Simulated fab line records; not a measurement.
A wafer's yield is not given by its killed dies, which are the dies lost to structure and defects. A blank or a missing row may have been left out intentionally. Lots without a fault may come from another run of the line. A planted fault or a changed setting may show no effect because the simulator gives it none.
Which tool did it? / flow nand harc / 36 wafers from 12 lots sampled at 6 of the route's 1302 steps

== WHAT THE GAUGES READ, wafer by wafer ==
NHARC_P_GATE_CD_MEAS_26 targets a cd of 120 nm. Usual: cd nm reads 120.3 nm (standard deviation 0.8).
lot=L241; measured=day 5 09:54; on=cd sem-01; cd nm (nm)=121.2 120.6 121.7; flag=
lot=L242; measured=day 5 16:46; on=cd sem-02; cd nm (nm)=120.2 119.6 118.9; flag=
lot=L245; measured=day 6 20:13; on=cd sem-01; cd nm (nm)=120.9 120.9 119.3; flag=
lot=L246; measured=day 6 23:26; on=cd sem-01; cd nm (nm)=121.4 120.8 121.3; flag=
lot=L247; measured=day 7 11:05; on=cd sem-03; cd nm (nm)=120.4 121.0 120.6; flag=
lot=L248; measured=day 8 00:13; on=cd sem-01; cd nm (nm)=121.8 121.8 122.1; flag=
lot=L250; measured=day 9 02:43; on=cd sem-02; cd nm (nm)=121.3 120.4 119.3; flag=
lot=L252; measured=day 9 18:18; on=cd sem-03; cd nm (nm)=120.1 120.4 120.8; flag=
lot=L254; measured=day 10 18:11; on=cd sem-03; cd nm (nm)=119.4 117.6 120.0; flag=
lot=L256; measured=day 11 08:01; on=cd sem-03; cd nm (nm)=119.8 120.7 119.8; flag=
lot=L255; measured=day 11 08:10; on=cd sem-02; cd nm (nm)=120.8 119.7 119.8; flag=
lot=L264; measured=day 14 15:28; on=cd sem-02; cd nm (nm)=120.1 120.6 119.3; flag=

NHARC_P_GATE_CD_MEAS_59 targets a cd of 720 nm. Usual: cd nm reads 721.4 nm (standard deviation 2.2).
lot=L241; measured=day 6 01:52; on=cd sem-01; cd nm (nm)=721.0 722.7 719.0; flag=
lot=L242; measured=day 6 06:58; on=cd sem-02; cd nm (nm)=720.6 720.3 721.5; flag=
lot=L245; measured=day 7 14:00; on=cd sem-01; cd nm (nm)=722.0 721.4 721.8; flag=
lot=L246; measured=day 7 14:55; on=cd sem-02; cd nm (nm)=722.6 718.4 717.9; flag=
lot=L247; measured=day 8 00:44; on=cd sem-01; cd nm (nm)=718.6 721.2 721.0; flag=
lot=L248; measured=day 8 18:10; on=cd sem-02; cd nm (nm)=724.1 723.3 727.0; flag=
lot=L250; measured=day 9 16:23; on=cd sem-02; cd nm (nm)=720.0 721.2 718.2; flag=
lot=L252; measured=day 10 08:26; on=cd sem-02; cd nm (nm)=726.3 724.3 722.9; flag=
lot=L254; measured=day 11 09:53; on=cd sem-03; cd nm (nm)=721.2 715.8 721.6; flag=
lot=L256; measured=day 12 04:18; on=cd sem-03; cd nm (nm)=- - -; flag=OFF
lot=L255; measured=day 11 21:50; on=cd sem-02; cd nm (nm)=723.9 720.7 723.5; flag=
lot=L264; measured=day 15 05:05; on=cd sem-01; cd nm (nm)=719.6 718.9 721.2; flag=

NHARC_END_SORT_01. Usual: killed at array 61, standard deviation 24; killed at other 1.2, standard deviation 1.3; killed at periphery 3.7, standard deviation 2.6; killed dies 66, standard deviation 23; killed open 3.3, standard deviation 1.8; killed short 2.4, standard deviation 1.6.
lot=L256; measured=day 30 13:35; on=prober-02; killed at array=75 82 83; killed at other=2 0 0; killed at periphery=600 595 594; killed dies=677 677 677; killed open=4 4 3; killed short=3 5 2; flag=OFF

== WHAT TOOL EACH LOT RAN ON (gives the tool, then ch and the chambers of the sampled wafers, and finally the start) ==
lot=L241; NHARC_P_GATE_DESCUM_31=rie diel-07 ch 1,3, day 5 10:05; NHARC_P_GATE_EXPOSE_56=krf scanner-02 ch 0, day 6 01:42; NHARC_P_GATE_DESCUM_61=rie diel-01 ch 1,3, day 6 02:02
lot=L242; NHARC_P_GATE_DESCUM_31=rie diel-01 ch 1,2, day 5 16:58; NHARC_P_GATE_EXPOSE_56=krf scanner-01 ch 0, day 6 06:49; NHARC_P_GATE_DESCUM_61=rie diel-11 ch 0,3, day 6 07:08
lot=L245; NHARC_P_GATE_DESCUM_31=rie diel-01 ch 2,3, day 6 20:24; NHARC_P_GATE_EXPOSE_56=krf scanner-01 ch 0, day 7 13:51; NHARC_P_GATE_DESCUM_61=rie diel-07 ch 0,2, day 7 14:09
lot=L246; NHARC_P_GATE_DESCUM_31=rie diel-11 ch 1,3, day 6 23:37; NHARC_P_GATE_EXPOSE_56=krf scanner-04 ch 0, day 7 14:46; NHARC_P_GATE_DESCUM_61=rie diel-07 ch 0,1,2, day 7 15:05
lot=L247; NHARC_P_GATE_DESCUM_31=rie diel-01 ch 0,2, day 7 11:16; NHARC_P_GATE_EXPOSE_56=krf scanner-01 ch 0, day 8 00:35; NHARC_P_GATE_DESCUM_61=rie diel-01 ch 0,1,2, day 8 00:55
lot=L248; NHARC_P_GATE_DESCUM_31=rie diel-07 ch 1,3, day 8 00:23; NHARC_P_GATE_EXPOSE_56=krf scanner-04 ch 0, day 8 18:01; NHARC_P_GATE_DESCUM_61=rie diel-01 ch 1,3, day 8 18:19
lot=L250; NHARC_P_GATE_DESCUM_31=rie diel-01 ch 0,2,3, day 9 02:55; NHARC_P_GATE_EXPOSE_56=krf scanner-04 ch 0, day 9 16:14; NHARC_P_GATE_DESCUM_61=rie diel-07 ch 0,2,3, day 9 16:33
lot=L252; NHARC_P_GATE_DESCUM_31=rie diel-11 ch 0,1,3, day 9 18:29; NHARC_P_GATE_EXPOSE_56=krf scanner-01 ch 0, day 10 08:17; NHARC_P_GATE_DESCUM_61=rie diel-01 ch 0,2,3, day 10 08:36
lot=L254; NHARC_P_GATE_DESCUM_31=rie diel-01 ch 1,2, day 10 18:22; NHARC_P_GATE_EXPOSE_56=krf scanner-02 ch 0, day 11 09:43; NHARC_P_GATE_DESCUM_61=rie diel-11 ch 0,1,3, day 11 10:04
lot=L256; NHARC_P_GATE_DESCUM_31=rie diel-01 ch 0,2,3, day 11 08:13; NHARC_P_GATE_EXPOSE_56=krf scanner-04 ch 0, day 12 04:08; NHARC_P_GATE_DESCUM_61=rie diel-11 ch 0,2, day 12 04:29
lot=L255; NHARC_P_GATE_DESCUM_31=rie diel-01 ch 0,3, day 11 08:21; NHARC_P_GATE_EXPOSE_56=krf scanner-04 ch 0, day 11 21:40; NHARC_P_GATE_DESCUM_61=rie diel-11 ch 0,1,3, day 11 22:01
lot=L264; NHARC_P_GATE_DESCUM_31=rie diel-11 ch 1,2, day 14 15:39; NHARC_P_GATE_EXPOSE_56=krf scanner-04 ch 0, day 15 04:56; NHARC_P_GATE_DESCUM_61=rie diel-07 ch 1,3, day 15 05:16
- NHARC_P_GATE_DESCUM_31: chemistry O2, time 3 s.
- NHARC_P_GATE_EXPOSE_56: exposes mask P PSD, target cd 720 nm.
- NHARC_P_GATE_DESCUM_61: chemistry O2, time 3 s.

== WHAT THE TOOLS THEMSELVES READ (means of the sampled wafers that have a number; where no wafer has one, the mark that the record gives instead) ==
NHARC_P_GATE_DESCUM_31. Usual: drypump motor current A 5.8 A, standard deviation 0.44; oes product au 1.001 a.u., standard deviation 0.01; rf vpp V 57.7 V, standard deviation 0.89; showerhead plenum p Torr 1.89 Torr, standard deviation 0.073; throttle valve pct 11.311 %, standard deviation 0.0089.
lot=L241; tool=rie diel-07; drypump motor current A (A)=6.4; oes product au (a.u.)=0.990; rf vpp V (V)=57.9; showerhead plenum p Torr (Torr)=1.84; throttle valve pct (%)=11.308; flag=
lot=L242; tool=rie diel-01; drypump motor current A (A)=5.6; oes product au (a.u.)=1.004; rf vpp V (V)=56.4; showerhead plenum p Torr (Torr)=1.85; throttle valve pct (%)=11.311; flag=
lot=L245; tool=rie diel-01; drypump motor current A (A)=5.3; oes product au (a.u.)=0.996; rf vpp V (V)=58.0; showerhead plenum p Torr (Torr)=1.96; throttle valve pct (%)=11.310; flag=
lot=L246; tool=rie diel-11; drypump motor current A (A)=5.8; oes product au (a.u.)=1.007; rf vpp V (V)=58.3; showerhead plenum p Torr (Torr)=1.87; throttle valve pct (%)=11.308; flag=
lot=L247; tool=rie diel-01; drypump motor current A (A)=5.5; oes product au (a.u.)=1.005; rf vpp V (V)=58.3; showerhead plenum p Torr (Torr)=1.89; throttle valve pct (%)=11.311; flag=
lot=L248; tool=rie diel-07; drypump motor current A (A)=6.4; oes product au (a.u.)=1.006; rf vpp V (V)=57.2; showerhead plenum p Torr (Torr)=1.84; throttle valve pct (%)=11.319; flag=
lot=L250; tool=rie diel-01; drypump motor current A (A)=5.5; oes product au (a.u.)=0.995; rf vpp V (V)=58.3; showerhead plenum p Torr (Torr)=1.94; throttle valve pct (%)=11.311; flag=
lot=L252; tool=rie diel-11; drypump motor current A (A)=5.9; oes product au (a.u.)=1.005; rf vpp V (V)=58.1; showerhead plenum p Torr (Torr)=1.90; throttle valve pct (%)=11.308; flag=
lot=L254; tool=rie diel-01; drypump motor current A (A)=5.6; oes product au (a.u.)=0.991; rf vpp V (V)=57.8; showerhead plenum p Torr (Torr)=1.84; throttle valve pct (%)=11.307; flag=
lot=L256; tool=rie diel-01; drypump motor current A (A)=5.5; oes product au (a.u.)=1.005; rf vpp V (V)=58.3; showerhead plenum p Torr (Torr)=1.94; throttle valve pct (%)=11.301; flag=
lot=L255; tool=rie diel-01; drypump motor current A (A)=5.4; oes product au (a.u.)=1.006; rf vpp V (V)=58.6; showerhead plenum p Torr (Torr)=1.99; throttle valve pct (%)=11.311; flag=
lot=L264; tool=rie diel-11; drypump motor current A (A)=6.1; oes product au (a.u.)=0.998; rf vpp V (V)=57.9; showerhead plenum p Torr (Torr)=1.84; throttle valve pct (%)=11.309; flag=

NHARC_P_GATE_DESCUM_61. Usual: drypump motor current A 5.8 A, standard deviation 0.45; oes product au 1.000 a.u., standard deviation 0.012; rf vpp V 57.7 V, standard deviation 0.86; showerhead plenum p Torr 1.89 Torr, standard deviation 0.073; throttle valve pct 11.311 %, standard deviation 0.0085.
lot=L241; tool=rie diel-01; drypump motor current A (A)=5.5; oes product au (a.u.)=1.005; rf vpp V (V)=59.1; showerhead plenum p Torr (Torr)=1.96; throttle valve pct (%)=11.307; flag=
lot=L242; tool=rie diel-11; drypump motor current A (A)=5.8; oes product au (a.u.)=1.022; rf vpp V (V)=58.3; showerhead plenum p Torr (Torr)=1.95; throttle valve pct (%)=11.320; flag=
lot=L245; tool=rie diel-07; drypump motor current A (A)=5.1; oes product au (a.u.)=0.978; rf vpp V (V)=57.8; showerhead plenum p Torr (Torr)=1.95; throttle valve pct (%)=11.307; flag=
lot=L246; tool=rie diel-07; drypump motor current A (A)=5.5; oes product au (a.u.)=0.995; rf vpp V (V)=58.0; showerhead plenum p Torr (Torr)=1.89; throttle valve pct (%)=11.310; flag=
lot=L247; tool=rie diel-01; drypump motor current A (A)=5.8; oes product au (a.u.)=1.006; rf vpp V (V)=57.9; showerhead plenum p Torr (Torr)=1.88; throttle valve pct (%)=11.313; flag=
lot=L248; tool=rie diel-01; drypump motor current A (A)=5.8; oes product au (a.u.)=1.002; rf vpp V (V)=58.0; showerhead plenum p Torr (Torr)=1.90; throttle valve pct (%)=11.303; flag=
lot=L250; tool=rie diel-07; drypump motor current A (A)=5.6; oes product au (a.u.)=0.988; rf vpp V (V)=58.0; showerhead plenum p Torr (Torr)=1.89; throttle valve pct (%)=11.325; flag=
lot=L252; tool=rie diel-01; drypump motor current A (A)=5.5; oes product au (a.u.)=1.000; rf vpp V (V)=57.4; showerhead plenum p Torr (Torr)=1.94; throttle valve pct (%)=11.315; flag=
lot=L254; tool=rie diel-11; drypump motor current A (A)=5.9; oes product au (a.u.)=1.012; rf vpp V (V)=57.5; showerhead plenum p Torr (Torr)=1.89; throttle valve pct (%)=11.305; flag=
lot=L256; tool=rie diel-11; drypump motor current A (A)=5.9; oes product au (a.u.)=1.001; rf vpp V (V)=56.9; showerhead plenum p Torr (Torr)=1.89; throttle valve pct (%)=11.315; flag=
lot=L255; tool=rie diel-11; drypump motor current A (A)=5.9; oes product au (a.u.)=1.005; rf vpp V (V)=57.2; showerhead plenum p Torr (Torr)=1.89; throttle valve pct (%)=11.313; flag=
lot=L264; tool=rie diel-07; drypump motor current A (A)=6.4; oes product au (a.u.)=0.986; rf vpp V (V)=56.9; showerhead plenum p Torr (Torr)=1.83; throttle valve pct (%)=11.313; flag=

== THE ANSWER, worked out from the rows above alone ==
Rule: a lot counts as off when the mean over its wafers that have a number is more than 3 standard deviations away from the usual mean. A lot without any number at a reading at which 4 lots or more have one is off too. All remaining lots with rows at the step are treated as sound. First the gauges in route order, then the tools' own readings, where a lot's mean is used as printed above. At the first step where some lot is off, the reading lying furthest off is the one used; lots without a number count as furthest.
Off at NHARC_P_GATE_CD_MEAS_59 (cd nm): L256. Without a number there: L256.
If a tool, at a process step before that reading, ran all the lots that are off and no sound lot after the first of them, it fits. Not tried: the gauges at NHARC_P_GATE_CD_MEAS_59; whatever is off there is also off at NHARC_END_SORT_01, on other tools, and gauge error can't account for it. Not one of the candidates tried fits.

== WHAT THE SIMULATOR HAD INSERTED ==
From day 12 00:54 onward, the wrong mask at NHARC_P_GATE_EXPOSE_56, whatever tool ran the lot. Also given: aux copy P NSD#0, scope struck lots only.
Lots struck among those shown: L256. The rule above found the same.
